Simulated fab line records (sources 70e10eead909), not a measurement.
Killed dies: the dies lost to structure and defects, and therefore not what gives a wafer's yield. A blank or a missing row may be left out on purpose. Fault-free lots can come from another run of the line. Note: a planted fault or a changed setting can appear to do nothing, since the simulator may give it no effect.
Which tool is to blame? -- flow nandHarc -- 12 lots with 36 wafers sampled at 6 steps, on a route of 1159 steps

## WHAT THE GAUGES READ, wafer by wafer
NHARC_A_ONON_D1_THK_MEAS_11: measures by ellipsometry. Usual: thkNm at 999 nm, with a standard deviation of 11.
lot,measured,on,thkNm (nm),flag
L415,day 8 03:58,filmMetro-02,996 997 1000,
L417,day 8 04:00,filmMetro-01,987 987 986,
L416,day 8 04:03,filmMetro-01,981 983 982,
L420,day 8 13:49,filmMetro-02,1005 1007 1005,
L424,day 9 19:12,filmMetro-01,1002 1002 1003,
L426,day 10 23:46,filmMetro-02,995 997 998,
L429,day 10 23:52,filmMetro-01,995 997 998,
L430,day 11 15:44,filmMetro-01,985 985 987,
L433,day 11 22:54,filmMetro-01,988 988 987,
L431,day 11 23:02,filmMetro-01,996 996 996,
L435,day 12 21:31,filmMetro-02,1017 1016 1018,
L437,day 13 04:57,filmMetro-01,971 973 974,

NHARC_A_CHANNEL_HOLE_D1_INSPECT_40. Usual: rawDefectCount at 62, with a standard deviation of 16.
lot,measured,on,rawDefectCount,flag
L415,day 9 00:33,defectInspect-02,59 77 69,
L417,day 9 00:29,defectInspect-01,70 54 67,
L416,day 9 04:31,defectInspect-02,56 35 47,
L420,day 9 12:02,defectInspect-02,51 25 53,
L424,day 10 20:10,defectInspect-02,723 779 708,OFF
L426,day 12 00:09,defectInspect-02,717 714 697,OFF
L429,day 12 04:21,defectInspect-01,73 76 69,
L430,day 12 12:45,defectInspect-02,74 49 66,
L433,day 12 20:56,defectInspect-01,60 88 82,
L431,day 13 00:39,defectInspect-01,82 68 74,
L435,day 13 21:08,defectInspect-01,69 59 59,
L437,day 14 10:40,defectInspect-01,54 53 65,

NHARC_A_CHANNEL_FILL_D1_THK_MEAS_06: measures by ellipsometry. Usual: thkNm at 5.0 nm, with a standard deviation of 0.93.
lot,measured,on,thkNm (nm),flag
L415,day 10 12:44,filmMetro-02,5.5 5.2 4.3,
L417,day 10 12:44,filmMetro-01,4.0 6.0 4.0,
L416,day 10 19:53,filmMetro-02,3.2 4.3 4.3,
L420,day 11 02:38,filmMetro-01,5.5 6.6 5.4,
L424,day 12 08:25,filmMetro-02,5.1 7.4 5.1,
L426,day 13 12:39,filmMetro-02,6.5 4.8 5.4,
L429,day 13 12:41,filmMetro-01,5.2 5.2 5.2,
L430,day 14 01:29,filmMetro-02,5.3 5.3 4.6,
L433,day 14 09:06,filmMetro-01,4.3 6.2 5.4,
L431,day 14 16:08,filmMetro-01,6.0 4.9 6.9,
L435,day 15 07:23,filmMetro-01,5.2 4.9 5.3,
L437,day 16 01:37,filmMetro-02,3.8 4.3 4.2,

NHARC_END_SORT_01. Usual: killedAtArray 28, standard deviation 8.6; killedAtOther 0.7, standard deviation 1.2; killedAtPeriphery 3.1, standard deviation 2.3; killedDies 32, standard deviation 8.7; killedOpen 3.2, standard deviation 1.7; killedShort 2.0, standard deviation 1.5.
lot,measured,on,killedAtArray,killedAtOther,killedAtPeriphery,killedDies,killedOpen,killedShort,flag
L424,day 21 13:43,prober-01,65 93 102,0 0 0,0 3 2,65 96 104,2 4 7,0 2 2,OFF
L426,day 22 05:23,prober-01,74 95 83,0 0 0,1 0 3,75 95 86,3 1 2,1 0 3,OFF

## WHAT TOOL EACH LOT RAN ON (gives the tool, then ch and the chambers of the sampled wafers, and finally the start)
lot,NHARC_A_CHANNEL_HOLE_D1_ETCH_16,NHARC_A_CHANNEL_FILL_D1_ALD_03
L415,"rieDiel-10 ch 0,1,2, day 8 18:12","aldSinBatch-01 ch 0, day 10 12:44 or earlier"
L417,"rieDiel-05 ch 1,2,3, day 8 18:10","aldSinBatch-01 ch 0, day 10 12:44 or earlier"
L416,"rieDiel-07 ch 0,3, day 8 18:30","aldSinBatch-01 ch 0, day 10 19:53 or earlier"
L420,"rieDiel-10 ch 0,3, day 9 05:37","aldSinBatch-02 ch 0, day 11 02:38 or earlier"
L424,"rieDiel-10 ch 0,1,2, day 10 12:49","aldSinBatch-01 ch 0, day 12 08:25 or earlier"
L426,"rieDiel-10 ch 0,2, day 11 17:49","aldSinBatch-03 ch 0, day 13 12:39 or earlier"
L429,"rieDiel-05 ch 2,3, day 11 18:18","aldSinBatch-01 ch 0, day 13 12:41 or earlier"
L430,"rieDiel-05 ch 1,2, day 12 06:26","aldSinBatch-03 ch 0, day 14 01:29 or earlier"
L433,"rieDiel-05 ch 1,3, day 12 14:07","aldSinBatch-02 ch 0, day 14 09:06 or earlier"
L431,"rieDiel-07 ch 1,3, day 12 14:40","aldSinBatch-03 ch 0, day 14 16:08 or earlier"
L435,"rieDiel-05 ch 0,1,2, day 13 14:53","aldSinBatch-03 ch 0, day 15 07:23 or earlier"
L437,"rieDiel-05 ch 0,1,2, day 14 00:41","aldSinBatch-01 ch 0, day 16 01:37 or earlier"
- NHARC_A_CHANNEL_HOLE_D1_ETCH_16: etches the open film in O2/COS, target depth 3100 nm, time 806 s.
- NHARC_A_CHANNEL_FILL_D1_ALD_03: deposits SiNx, target thk 6 nm, pulse time 60 s, ald cycles 58.

## AS READ BY THE TOOLS THEMSELVES (means over the sampled wafers that have a number; for cases with no such wafer, the mark the record gives instead)
NHARC_A_CHANNEL_HOLE_D1_ETCH_16. Usual: drypumpMotorCurrentA 5.6 A, standard deviation 0.45; o2FlowSccm 400.1 sccm, standard deviation 1.2; oesProductAu 0.996 a.u., standard deviation 0.0096; rfVppV 314.2 V, standard deviation 2.1; showerheadPlenumPTorr 3.12 Torr, standard deviation 0.13; throttleValvePct 28.330 %, standard deviation 0.0092.
lot,tool,drypumpMotorCurrentA (A),o2FlowSccm (sccm),oesProductAu (a.u.),rfVppV (V),showerheadPlenumPTorr (Torr),throttleValvePct (%),flag
L415,rieDiel-10,5.9,400.6,0.994,315.2,3.14,28.335,
L417,rieDiel-05,5.2,400.1,0.997,314.7,3.20,28.324,
L416,rieDiel-07,5.5,401.8,0.994,314.0,3.08,28.325,
L420,rieDiel-10,6.3,400.0,0.995,316.0,3.23,28.329,
L424,rieDiel-10,5.8,400.5,0.990,313.8,3.14,28.327,
L426,rieDiel-10,5.6,401.1,0.995,315.6,3.21,28.330,
L429,rieDiel-05,5.1,399.3,0.990,317.3,3.31,28.340,
L430,rieDiel-05,5.2,399.6,1.000,314.0,3.11,28.331,
L433,rieDiel-05,5.3,400.5,1.005,314.0,3.10,28.335,
L431,rieDiel-07,6.0,399.7,1.002,311.6,2.98,28.326,
L435,rieDiel-05,5.3,400.1,0.992,314.6,3.17,28.324,
L437,rieDiel-05,5.3,399.9,1.003,314.7,3.17,28.333,

NHARC_A_CHANNEL_FILL_D1_ALD_03. Usual: precursorPulseHeightRel at 1.000, with a standard deviation of 0.022.
lot,tool,precursorPulseHeightRel,flag
L415,aldSinBatch-01,1.000,
L417,aldSinBatch-01,1.012,
L416,aldSinBatch-01,0.995,
L420,aldSinBatch-02,0.998,
L424,aldSinBatch-01,1.003,
L426,aldSinBatch-03,1.016,
L429,aldSinBatch-01,0.986,
L430,aldSinBatch-03,1.001,
L433,aldSinBatch-02,1.013,
L431,aldSinBatch-03,0.983,
L435,aldSinBatch-03,1.009,
L437,aldSinBatch-01,0.988,

## THE ANSWER, worked out from the rows above alone
Rule: a lot is off if the mean of its wafers that have a number lies more than 3 standard deviations from the usual mean. A lot without any number at a reading at which 4 lots or more have one is off too. All remaining lots with rows at the step are treated as sound. Order of review: gauges by route order, followed by the tools' own readings, for which a lot's mean as printed above is used. At the first step where some lot is off, the reading lying furthest off is the one used; lots without a number count as furthest.
Off: L424, L426, at NHARC_A_CHANNEL_HOLE_D1_INSPECT_40 (rawDefectCount).
If a tool, at a process step before that reading, ran all the lots that are off and no sound lot after the first of them, it fits. Not tried: the gauges at NHARC_A_CHANNEL_HOLE_D1_INSPECT_40; whatever is off there is also off at NHARC_END_SORT_01, on other tools, and gauge error can't account for it. One candidate fits, namely rieDiel-10 at NHARC_A_CHANNEL_HOLE_D1_ETCH_16. A fault onset in the window from L420 (day 9 05:37, its last sound lot) to L424 (day 10 12:49, its first lot off) fits.

## WHAT THE SIMULATOR HAD PUT IN
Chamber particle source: rieDiel-10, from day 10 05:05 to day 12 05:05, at NHARC_A_CHANNEL_HOLE_D1_ETCH_16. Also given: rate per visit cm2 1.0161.
Shown lots that were struck: L424, L426. The rule above found the same.
